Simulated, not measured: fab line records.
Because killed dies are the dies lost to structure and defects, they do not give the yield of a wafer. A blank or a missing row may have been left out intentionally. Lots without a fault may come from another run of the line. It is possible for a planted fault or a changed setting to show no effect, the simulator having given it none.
Matching of chambers | flow nand harc | NHARC_P_M0_DEP_32 on pecvd-03: 3 sister chambers
The step deposits SiCN, target thk 30 nm. 3 wafers are shown with their chamber, then 10 later ones without.

## EACH WAFER AND ITS CHAMBER
wafer  | chamber | heater power w (W)
L089.5 | 2       | 547
L091.1 | 0       | 598
L091.3 | 1       | 648

## WAFERS WITH NO CHAMBER GIVEN
wafer  | heater power w (W)
L091.4 | 648
L090.1 | 557
L090.4 | 615
L090.5 | 560
L095.3 | 613
L095.5 | 651
L095.6 | 636
L096.1 | 506
L096.5 | 683
L096.6 | 499

## WHICH CHAMBER EACH ONE RAN IN
wafer  | from the rows above     | in truth
L091.4 | 1                       | 1
L090.1 | can't be placed: 2 or 0 | 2
L090.4 | can't be placed: 0 or 1 | 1
L090.5 | can't be placed: 2 or 0 | 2
L095.3 | can't be placed: 0 or 1 | 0
L095.5 | 1                       | 1
L095.6 | can't be placed: 1 or 0 | 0
L096.1 | 2                       | 2
L096.5 | 1                       | 1
L096.6 | 2                       | 2
Correct placement for 5 of the 10. Unplaceable from these rows: 5, with the true chamber sitting among the candidates in 5. Placed wrongly: 0.
How it was worked out, from the rows above alone: a wafer's distance from a chamber is the root of the sum, over the readings, of the square of ((its reading less the chamber's mean) divided by the reading's scatter). If the next closest chamber is less than 2 further off than the closest, the wafer can't be placed; otherwise it belongs to the closest. The mean given for a chamber averages the wafers shown for that chamber. The scatter: with one shown wafer a chamber, the root of the mean of the squares of how far each hidden wafer lies from its nearest shown one.
